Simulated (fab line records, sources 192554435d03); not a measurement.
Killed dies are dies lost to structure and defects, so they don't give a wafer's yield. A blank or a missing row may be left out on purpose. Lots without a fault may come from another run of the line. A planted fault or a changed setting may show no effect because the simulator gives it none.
fab line records | flow n5_finfet
record lots=4 wafers=10 last_day=17
route steps=1938 shown PMOS_HMC_CHANNEL_EPI@83 FIN_SAQP@90 FIN_CUT@174 BEOL_M4@1111 PASSIVATION@1936
lots that met no fault: from a run of the same line without faults
start_h: hours from the record's first day to the start of the lot's first wafer shown | wait_h: hours since the lot's step before | " the same as in the row above | L1.1+2: a row that stands for several wafers | - no value, or no start given | * or withheld: withheld | < > ~ a bound
route shown NAME@n: a module of which the file shows steps, and the number in the route of the first | usual: mean/standard deviation of fault-free wafers | same: alike in all rows | chamber/n: place in a boat | sites: the reading at each site | _std_site: their standard deviation | _edge_site: outer sites' mean less inner sites' | radius_mm: how far each site lies from the wafer's centre | mask NAME#n: copy n | behind: the tool/chamber that last shaped the wafer | hold: why the lot was held/for how many hours/how that ended | device: the transistor (n, p or np) that didn't switch | end of line: the same wafers' tests at the end of the route | a step without rows: its recipe alone | killed: dies lost to structure and defects at the first sort, not the wafer's yield | map: a wafer's dies, x killed, . not, _ none there
set.NAME: the setting as run; set.NAME@STEP: as run at that earlier step | model.NAME: the simulator's own value behind a step, which no gauge read
lots at some steps of the route; a table a step, a row a wafer
services: from which hour (start_h, from the record's first day; less than 0 if before it) a tool's chamber was out of use, for how many hours, and why
## steps
# step N5_PMOS_HMC_CHANNEL_EPI_PRECLEAN_40
# recipe chemistry=DHF time_s=30 temp_c=25 dilution=withheld
# step N5_PMOS_HMC_CHANNEL_EPI_PRECLEAN_37
# recipe chemistry=O3/DIW time_s=45 temp_c=22 o3_ppm=10
# step N5_PMOS_HMC_CHANNEL_EPI_PRECLEAN_24
# recipe chemistry=DHF time_s=30 temp_c=25 dilution=withheld
# step N5_PMOS_HMC_CHANNEL_EPI_SRD_25
# recipe dry=ipa_marangoni do_ppb=5 time_s=30 temp_c=23 rinse_liquid=diw
# step N5_PMOS_HMC_CHANNEL_EPI_EPI_26
# recipe material=Si target_thk_a=38 temp_c=650 precursor=SiH4/H2 pressure_torr=20 time_s=22.7
# step N5_FIN_SAQP_PRECLEAN_42
# recipe chemistry=O3/DIW time_s=60 temp_c=22 o3_ppm=10
# step N5_FIN_SAQP_PRECLEAN_00
# recipe chemistry=SC1 time_s=60 temp_c=55 mix=1:2:50
# step N5_FIN_SAQP_PRECLEAN_44
# recipe chemistry=SC2 time_s=45 temp_c=35 mix=1:1:50
# step N5_FIN_SAQP_SRD_01
# recipe dry=ipa_marangoni time_s=30 temp_c=23 rinse_liquid=diw
# step N5_FIN_SAQP_ALD_61
# recipe material=SiO2 target_thk_a=40 temp_c=300 ald_precursor_family=BDEAS ald_co_reactant=O2-plasma pulse_time_s=1 purge_time_s=2 co_reactant_purge_time_s=2 ald_cycles=43 pressure_torr=2
# usual ald_cycles=43/0 heater_power_w=483/40 precursor_pulse_height_rel=0.999/0.019 susceptor_temp_C=300.00/0.19
# same purge_time_s=2
# columns lot.wafer tool chamber start_h wait_h ald_cycles heater_power_w precursor_pulse_height_rel since_wet_clean_h susceptor_temp_C model.SiO2_of_FIN_SAQP_ALD_61.thk_nm
L476.1 ald_sin-04 1 74.47 0.2 43 469 0.997 67 299.89 4.009
L476.2 " 0 " " 43 473 0.995 67 299.92 3.966
L476.4 " 3 " " 43 539 1.011 67 299.69 4.017
L478.2 ald_sin-04 2 87.61 0.7 82 442 0.986 80 299.93 7.626
L478.4 " 0 " " 43 467 1.002 80 299.63 3.953
L481.4 ald_sin-04 1 104.70 0.0 43 471 1.005 97 299.85 4.007
L481.6 " 3 " " 82 556 0.991 - 299.83 7.628
L484.1 ald_sin-03 3 122.22 0.0 43 476 0.985 220 300.18 3.994
L484.4 " 1 " " 43 488 0.987 220 300.01 3.964
L484.6 " 2 " " 43 558 1.025 - 300.21 3.982
# step N5_FIN_SAQP_DENSIFY_62
# recipe temp_c=700 time_s=60 ambient=N2 idle_temp_c=600 ramp_up_c_per_s=150 ramp_down_c_per_s=60 cool_to_c=600
# step N5_FIN_SAQP_HM_DEP_03
# recipe material=SiNx target_thk_a=380 temp_c=400 precursor=SiH4/NH3/N2 pressure_torr=1.5 rf_w=300 time_s=33.6
# step N5_FIN_SAQP_PECVD_47
# recipe material=a-Si target_thk_a=450 temp_c=400 precursor=SiH4/He pressure_torr=3 rf_w=100 time_s=36.3
# step N5_FIN_SAQP_PECVD_48
# recipe material=SiNx target_thk_a=250 temp_c=400 precursor=SiH4/NH3/N2 pressure_torr=1.5 rf_w=300 time_s=22.1
# step N5_FIN_SAQP_PECVD_06
# recipe material=a-Si target_thk_a=600 temp_c=400 precursor=SiH4/He pressure_torr=3 rf_w=100 time_s=48.1
# step N5_FIN_SAQP_HM_DEP_72
# recipe material=SiO2 target_thk_a=120 temp_c=400 precursor=SiH4/N2O pressure_torr=0.75 rf_w=275 time_s=7.2
# step N5_FIN_SAQP_COAT_49
# recipe resist=SOC temp_c=250 time_s=60 spin_rpm=1500 resist_thk_nm=100
# step N5_FIN_SAQP_COAT_50
# recipe resist=SiARC temp_c=220 time_s=60 spin_rpm=1500 resist_thk_nm=35
# step N5_FIN_SAQP_COAT_10
# recipe resist=CAR-ArF spin_rpm=1500 resist_thk_nm=90
# step N5_FIN_SAQP_EBR_12
# recipe solvent=PGMEA ebr_width_mm=1.5
# step N5_FIN_SAQP_SOFTBAKE_11
# recipe temp_c=110 time_s=60 resist=CAR-ArF
# step N5_FIN_SAQP_EXPOSE_13
# recipe mask_id=FIN_CORE na=1.35 source_shape=dipole sigma_inner=0.538 sigma_outer=0.738 polarization=te target_cd_nm=35.6 dose_mj=63.25
# step N5_FIN_SAQP_PEB_14
# recipe peb_temp_c=withheld peb_time_s=60 resist=CAR-ArF
# step N5_FIN_SAQP_DEVELOP_15
# recipe develop_time_s=30 developer=TMAH resist=CAR-ArF dev_temp_c=23 rinse_liquid=diw dry=air_spin
# step N5_FIN_SAQP_DESCUM_21
# recipe chemistry=O2 time_s=7.9 source_power_w=50 bias_power_w=20 pressure_mtorr=20 rf_frequency_hz=2.712e+07 temp_c=40 resist=CAR-ArF o2_flow_sccm=225
# step N5_FIN_SAQP_ETCH_51
# recipe chemistry=CF4 target=SiARC target_depth_a=455 mask_material=CAR-ArF time_s=75.8 ion_energy_ev=80 pressure_mtorr=40 source_w=545 bias_w=36 Ar_flow_sccm=100 cf4_flow_sccm=100 ends=cleared
# step N5_FIN_SAQP_ETCH_52
# recipe chemistry=N2/H2 target=SOC target_depth_a=1000 overetch_a=200 mask_material=SiARC temp_c=40 time_s=150 ion_energy_ev=200 pressure_mtorr=30 source_w=840 bias_w=150 n2_flow_sccm=200 h2_flow_sccm=200 ends=end_point
# step N5_FIN_SAQP_STRIP_53
# recipe chemistry=N2/H2 temp_c=40 n2_flow_sccm=200 h2_flow_sccm=200 rf_frequency_hz=6e+07
# step N5_FIN_SAQP_HM_OPEN_73
# recipe chemistry=CHF3/O2 target=SiO2 stop_on=a-Si target_depth_a=120 over_etch_frac=1.8 mask_material=SOC time_s=16.8 pressure_mtorr=30 source_w=650 bias_w=170 Ar_flow_sccm=200 CHF3_flow_sccm=50 O2_flow_sccm=5 ion_energy_ev=200 ends=end_point
# step N5_FIN_SAQP_STRIP_74
# recipe chemistry=CHF3/O2 resist=SiARC rf_frequency_hz=6e+07
# step N5_FIN_SAQP_MANDREL_ETCH_22
# recipe target_depth_a=600 chemistry=HBr/Cl2 target=a-Si stop_on=SiNx bt_time_s=10 over_etch_frac=0.5 time_s=30 pressure_mtorr=10 icp_w=800 bias_w=75 HBr_flow_sccm=150 Cl2_flow_sccm=80 ends=end_point
# step N5_FIN_SAQP_STRIP_55
# recipe chemistry=N2/H2 power_w=500 temp_c=40 pressure_mtorr=50 rf_frequency_hz=6e+07 overash_fraction=0.3 bias_power_w=28 h2_frac=0.5 n2_flow_sccm=300 h2_flow_sccm=300
# step N5_FIN_SAQP_STRIP_23
# recipe chemistry=SPM time_s=750 temp_c=130 h2so4_h2o2_vol_ratio=4
# step N5_FIN_SAQP_SRD_66
# recipe dry=ipa_marangoni time_s=30 temp_c=23 rinse_liquid=diw
# step N5_FIN_CUT_CUT_ETCH_27
# recipe chemistry=CHF3/O2 target=SiO2 target_depth_a=40 mask_material=SOC overetch_a=20 time_s=4.9 pressure_mtorr=30 source_w=650 bias_w=170 Ar_flow_sccm=200 CHF3_flow_sccm=50 O2_flow_sccm=5 ion_energy_ev=200
# usual bias_w=170.0/0.49 drypump_motor_current_A=5.7/0.52 oes_ar_750_au=0.77/0.066 oes_product_au=0.61/0.051 rf_vpp_V=517/12 showerhead_plenum_p_Torr=2.41/0.082 throttle_valve_pct=18.73/0.24
# columns lot.wafer tool chamber start_h wait_h bias_w drypump_motor_current_A oes_ar_750_au oes_product_au rf_hours_counter_h rf_vpp_V showerhead_plenum_p_Torr throttle_valve_pct model.etch.depth_nm
L476.1 rie_diel-02 3 81.23 0.0 170.2 6.5 0.74 0.59 158 507 2.41 18.79 4.009
L476.2 " 1 " " 169.4 5.1 0.72 0.57 196 543 2.46 18.44 3.966
L476.4 " 2 " " 169.5 6.3 0.75 0.60 154 501 2.32 18.81 4.017
L478.2 rie_diel-02 2 95.17 0.0 169.9 6.3 0.75 0.76 158 502 2.32 18.82 6.096
L478.4 " 1 " " 170.3 5.1 0.71 0.56 201 542 2.46 18.45 3.953
L481.4 rie_diel-04 0 111.85 0.0 169.9 5.3 0.76 0.61 130 506 2.52 18.86 4.007
L481.6 " 2 " " 170.7 4.9 0.75 0.74 - 513 2.47 18.72 6.003
L484.1 rie_diel-04 1 128.88 0.0 169.3 6.2 0.74 0.59 180 527 2.49 18.51 3.994
L484.4 " 2 " " 170.8 4.9 0.74 0.58 190 513 2.47 18.68 3.964
L484.6 " 3 " " 169.4 5.9 0.70 0.56 - 514 2.28 18.80 3.982
# step N5_BEOL_M4_RC_MEAS_101
# usual DIBL_N=37.0/2.3 DIBL_P=37.3/2.8 IOFF_N=0.17/0.046 IOFF_P=0.23/0.054 ION_N=675/14 ION_P=460/9.3 SS_N=71.7/0.73 SS_P=73.6/0.95 VT_N=249/3.9 VT_P=-250/3.9
# columns lot.wafer tool chamber start_h wait_h DIBL_N[mV/V] DIBL_P[mV/V] IOFF_N[nA/um] IOFF_P[nA/um] ION_N[uA/um] ION_P[uA/um] SS_N[mV/dec] SS_P[mV/dec] VT_N[mV] VT_P[mV]
L476.1 prober-02 0 222.25 0.0 41.1 40.8 0.26 0.35 680 466 73.5 75.3 245 -241
L476.2 " 0 " " 36.6 36.5 0.16 0.24 683 471 71.4 73.0 250 -247
L476.4 " 0 " " 34.0 33.0 0.12 0.19 646 451 71.2 71.9 252 -250
L478.4 prober-01 0 235.88 0.5 36.2 34.4 0.14 0.17 664 452 71.6 72.6 253 -254
L481.4 prober-01 0 281.29 0.5 36.1 36.0 0.15 0.22 680 468 71.8 72.6 248 -246
L484.1 prober-02 0 286.19 0.0 34.0 33.0 0.11 0.15 656 446 70.9 72.6 256 -254
L484.4 " 0 " " 37.0 35.2 0.14 0.18 670 451 71.3 73.5 254 -254
L484.6 " 0 " " 34.7 32.4 0.11 0.15 649 447 71.2 72.7 256 -255
# step N5_PASSIVATION_PROBE_49
# usual defect_limited_yield=91.5/1.3 killed_at_M0_to_M3=36/10 killed_at_M4_up=13/4.7 killed_at_contacts=13/6.7 killed_at_front_end=37/9.7 killed_at_other=2.6/2.3 killed_dies=101/15 killed_on_rim=14/4.3 killed_open=67/12 killed_short=32/6.7 sort_bin_5_function=5.0/0.89 sort_bin_6_memory=3.2/0.63 sort_bin_8_speed=0.01/0.03 sort_n_pass=1079/16 sort_yield_pct=91.4/1.4
# same gross_dies=1180 killed_at_back_side=0 sort_bin_4_leakage[%]=0
# columns lot.wafer tool chamber start_h wait_h defect_limited_yield[%] killed_at_M0_to_M3 killed_at_M4_up killed_at_contacts killed_at_front_end killed_at_other killed_dies killed_on_rim killed_open killed_short sort_bin_5_function[%] sort_bin_6_memory[%] sort_bin_8_speed[%] sort_n_pass sort_yield_pct[%]
L478.2 prober-02 - 349.44 0.1 0 47 16 23 1094 0 1180 152 82 37 95.8 3.8 0 0 0
L478.4 prober-02 - 349.54 0.2 91.5 34 21 15 28 2 100 17 68 30 4.0 4.1 0 1080 91.5
L481.6 prober-01 - 386.91 0.3 0 37 11 11 1120 1 1180 152 61 24 96.5 3.3 0 0 0
# killed by level:class
L478.2 FIN_CUT:area_etch=1060 MOL_CONTACT_COAG:geometric_particle:open=17 STI_FIN_REVEAL:geometric_particle:open=14 BEOL_M0_SAQP:geometric_particle:short=12 BEOL_M0_SAQP:geometric_particle:open=11 BEOL_M4:geometric_particle:open=8 BEOL_M3:geometric_particle:open=8 MOL_CONTACT_COAG:geometric_particle:short=6
L478.4 MOL_CONTACT_COAG:geometric_particle:open=10 BEOL_M0_SAQP:geometric_particle:short=9 BEOL_M3:geometric_particle:open=9 STI_FIN_REVEAL:geometric_particle:open=8 BEOL_M4:geometric_particle:open=8 BEOL_M2:geometric_particle:open=6 DUMMY_GATE:geometric_particle:open=5 MOL_CONTACT_COAG:geometric_particle:short=4
L481.6 FIN_CUT:area_etch=1094 MOL_CONTACT_COAG:geometric_particle:open=9 BEOL_M0_SAQP:geometric_particle:open=9 BEOL_M0_SAQP:geometric_particle:short=8 STI_FIN_REVEAL:geometric_particle:open=7 BEOL_M3:geometric_particle:open=7 BEOL_M0:geometric_particle:open=4 BEOL_M2:geometric_particle:open=4
# map L478.2 (x killed, . not)
_________________xxxxxxxxxxxx________________
______________xxxxxxxxxxxxxxxxxx_____________
___________xxxxxxxxxxxxxxxxxxxxxxxx__________
__________xxxxxxxxxxxxxxxxxxxxxxxxxx_________
________xxxxxxxxxxxxxxxxxxxxxxxxxxxxxx_______
_______xxxxxxxxxxxxxxxxxxxxxxxxxxxxxxxx______
______xxxxxxxxxxxxxxxxxxxxxxxxxxxxxxxxxx_____
_____xxxxxxxxxxxxxxxxxxxxxxxxxxxxxxxxxxxx____
____xxxxxxxxxxxxxxxxxxxxxxxxxxxxxxxxxxxxxx___
___xxxxxxxxxxxxxxxxxxxxxxxxxxxxxxxxxxxxxxxx__
___xxxxxxxxxxxxxxxxxxxxxxxxxxxxxxxxxxxxxxxx__
__xxxxxxxxxxxxxxxxxxxxxxxxxxxxxxxxxxxxxxxxxx_
__xxxxxxxxxxxxxxxxxxxxxxxxxxxxxxxxxxxxxxxxxx_
_xxxxxxxxxxxxxxxxxxxxxxxxxxxxxxxxxxxxxxxxxxxx
_xxxxxxxxxxxxxxxxxxxxxxxxxxxxxxxxxxxxxxxxxxxx
_xxxxxxxxxxxxxxxxxxxxxxxxxxxxxxxxxxxxxxxxxxxx
_xxxxxxxxxxxxxxxxxxxxxxxxxxxxxxxxxxxxxxxxxxxx
_xxxxxxxxxxxxxxxxxxxxxxxxxxxxxxxxxxxxxxxxxxxx
_xxxxxxxxxxxxxxxxxxxxxxxxxxxxxxxxxxxxxxxxxxxx
_xxxxxxxxxxxxxxxxxxxxxxxxxxxxxxxxxxxxxxxxxxxx
_xxxxxxxxxxxxxxxxxxxxxxxxxxxxxxxxxxxxxxxxxxxx
__xxxxxxxxxxxxxxxxxxxxxxxxxxxxxxxxxxxxxxxxxx_
__xxxxxxxxxxxxxxxxxxxxxxxxxxxxxxxxxxxxxxxxxx_
___xxxxxxxxxxxxxxxxxxxxxxxxxxxxxxxxxxxxxxxx__
___xxxxxxxxxxxxxxxxxxxxxxxxxxxxxxxxxxxxxxxx__
____xxxxxxxxxxxxxxxxxxxxxxxxxxxxxxxxxxxxxx___
_____xxxxxxxxxxxxxxxxxxxxxxxxxxxxxxxxxxxx____
______xxxxxxxxxxxxxxxxxxxxxxxxxxxxxxxxxx_____
_______xxxxxxxxxxxxxxxxxxxxxxxxxxxxxxxx______
________xxxxxxxxxxxxxxxxxxxxxxxxxxxxxx_______
__________xxxxxxxxxxxxxxxxxxxxxxxxxx_________
___________xxxxxxxxxxxxxxxxxxxxxxxx__________
______________xxxxxxxxxxxxxxxxxx_____________
_________________xxxxxxxxxxxx________________
# map L481.6 (x killed, . not)
_________________xxxxxxxxxxxx________________
______________xxxxxxxxxxxxxxxxxx_____________
___________xxxxxxxxxxxxxxxxxxxxxxxx__________
__________xxxxxxxxxxxxxxxxxxxxxxxxxx_________
________xxxxxxxxxxxxxxxxxxxxxxxxxxxxxx_______
_______xxxxxxxxxxxxxxxxxxxxxxxxxxxxxxxx______
______xxxxxxxxxxxxxxxxxxxxxxxxxxxxxxxxxx_____
_____xxxxxxxxxxxxxxxxxxxxxxxxxxxxxxxxxxxx____
____xxxxxxxxxxxxxxxxxxxxxxxxxxxxxxxxxxxxxx___
___xxxxxxxxxxxxxxxxxxxxxxxxxxxxxxxxxxxxxxxx__
___xxxxxxxxxxxxxxxxxxxxxxxxxxxxxxxxxxxxxxxx__
__xxxxxxxxxxxxxxxxxxxxxxxxxxxxxxxxxxxxxxxxxx_
__xxxxxxxxxxxxxxxxxxxxxxxxxxxxxxxxxxxxxxxxxx_
_xxxxxxxxxxxxxxxxxxxxxxxxxxxxxxxxxxxxxxxxxxxx
_xxxxxxxxxxxxxxxxxxxxxxxxxxxxxxxxxxxxxxxxxxxx
_xxxxxxxxxxxxxxxxxxxxxxxxxxxxxxxxxxxxxxxxxxxx
_xxxxxxxxxxxxxxxxxxxxxxxxxxxxxxxxxxxxxxxxxxxx
_xxxxxxxxxxxxxxxxxxxxxxxxxxxxxxxxxxxxxxxxxxxx
_xxxxxxxxxxxxxxxxxxxxxxxxxxxxxxxxxxxxxxxxxxxx
_xxxxxxxxxxxxxxxxxxxxxxxxxxxxxxxxxxxxxxxxxxxx
_xxxxxxxxxxxxxxxxxxxxxxxxxxxxxxxxxxxxxxxxxxxx
__xxxxxxxxxxxxxxxxxxxxxxxxxxxxxxxxxxxxxxxxxx_
__xxxxxxxxxxxxxxxxxxxxxxxxxxxxxxxxxxxxxxxxxx_
___xxxxxxxxxxxxxxxxxxxxxxxxxxxxxxxxxxxxxxxx__
___xxxxxxxxxxxxxxxxxxxxxxxxxxxxxxxxxxxxxxxx__
____xxxxxxxxxxxxxxxxxxxxxxxxxxxxxxxxxxxxxx___
_____xxxxxxxxxxxxxxxxxxxxxxxxxxxxxxxxxxxx____
______xxxxxxxxxxxxxxxxxxxxxxxxxxxxxxxxxx_____
_______xxxxxxxxxxxxxxxxxxxxxxxxxxxxxxxx______
________xxxxxxxxxxxxxxxxxxxxxxxxxxxxxx_______
__________xxxxxxxxxxxxxxxxxxxxxxxxxx_________
___________xxxxxxxxxxxxxxxxxxxxxxxx__________
______________xxxxxxxxxxxxxxxxxx_____________
_________________xxxxxxxxxxxx________________
## services
# columns tool chamber start_h hours kind
rie_diel-02 - 56.31 0.1 repair
ald_sin-04 1 74.84 3.9 repair
ald_sin-04 - 98.41 0.5 repair
rie_diel-04 2 105.53 3.5 repair
ald_sin-03 2 128.68 2.9 repair
## key
first_sign step=N5_FIN_SAQP_ALD_61 reading=ald_cycles direction=up sigmas=99+ usual=* struck=*
effect step=N5_FIN_CUT_CUT_ETCH_27 reading=oes_product_au direction=up sigmas=2.8 usual=0.61 struck=0.75
effect step=N5_PASSIVATION_PROBE_49 reading=killed_at_front_end direction=up sigmas=99+ usual=37 struck=1107
model_effect step=N5_FIN_SAQP_ALD_61 value=SiO2_of_FIN_SAQP_ALD_61.thk_nm without=3.999 struck=7.627
model_effect step=N5_FIN_CUT_CUT_ETCH_27 value=etch.depth_nm without=3.999 struck=6.05
more_kills_born_at N5_FIN_CUT_CUT_ETCH_27@rie_diel-04=1094 N5_FIN_CUT_CUT_ETCH_27@rie_diel-02=1060
met_at N5_FIN_SAQP_ALD_61
struck_wafers L478.2,L481.6
later_rows_left_out L478.2,L481.6
onset_between 74.47 87.61
fault kind=process_parameter_drift tool=ald_sin-04 chamber=- onset_h=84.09 steps=N5_FIN_SAQP_ALD_61 channel=ald_cycles offset=* shape=step end_h=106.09 scope=struck_wafers_only acts_in=* stated=*
# later_rows_left_out: the simulator's readings of these wafers behind a module that went badly wrong aren't trusted and aren't shown, but for the sort
